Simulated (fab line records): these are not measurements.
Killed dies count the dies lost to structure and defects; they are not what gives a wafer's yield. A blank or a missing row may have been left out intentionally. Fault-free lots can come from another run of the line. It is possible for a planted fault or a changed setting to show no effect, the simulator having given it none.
Matching of chambers ; flow nand-harc ; 4 sister chambers for NHARC_P_GATE_STRIP_101 on rie-diel-07
The step strips in O2, time 20 s. 14 wafers are shown with their chamber, then 7 later ones without.

## EACH WAFER AND ITS CHAMBER
wafer;chamber;showerhead-plenum-p-Torr (Torr);drypump-motor-current-A (A);oes-product-au (a.u.)
L074.3;3;3.77;5.8;1.003
L074.4;0;3.56;5.2;1.001
L074.6;0;3.56;5.3;0.997
L082.1;3;3.77;5.8;0.999
L082.2;0;3.55;5.2;0.992
L082.4;2;3.77;5.7;0.989
L084.4;2;3.77;5.7;0.987
L084.5;0;3.55;5.2;0.993
L084.6;3;3.77;5.8;1.000
L087.1;0;3.55;5.2;0.993
L087.2;1;3.70;5.4;1.006
L087.5;3;3.77;5.8;1.002
L088.3;2;3.77;5.8;0.988
L088.4;0;3.55;5.2;0.988

SIGNATURES (averages over the wafers above)
reading;chamber 0;chamber 1;chamber 2;chamber 3;scatter within a chamber
showerhead-plenum-p-Torr;3.5533;3.7000;3.7700;3.7700;0.00365
drypump-motor-current-A;5.217;5.400;5.733;5.800;0.0387
oes-product-au;0.99400;1.00600;0.98800;1.00100;0.00335
Rule: distance of a wafer from a chamber = root of the sum over the readings of ((wafer's reading minus chamber's mean) / reading's scatter) squared. If the next closest chamber is less than 2 further off than the closest, the wafer can't be placed; otherwise it belongs to the closest. How the scatter is found: for the shown wafers, subtract from each reading the mean of its chamber, square and add these, divide the total by (wafers less chambers), then take the root.

## WAFERS WITH NO CHAMBER GIVEN
wafer;showerhead-plenum-p-Torr (Torr);drypump-motor-current-A (A);oes-product-au (a.u.)
L088.6;3.77;5.7;0.981
L090.3;3.70;5.4;0.999
L090.4;3.70;5.4;1.010
L090.5;3.77;5.7;0.994
L094.2;3.77;5.8;1.009
L094.3;3.70;5.4;1.000
L094.6;3.55;5.2;1.014

## EACH ONE'S CHAMBER
wafer;from the rows above;in truth
L088.6;2;2
L090.3;1;1
L090.4;1;1
L090.5;can't be placed: 2 or 3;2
L094.2;3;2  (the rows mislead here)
L094.3;1;1
L094.6;0;0
5 of 7 placed correctly. From these rows, 1 cannot be placed; in 1 the true chamber is one of the candidates. Number placed wrongly: 1.
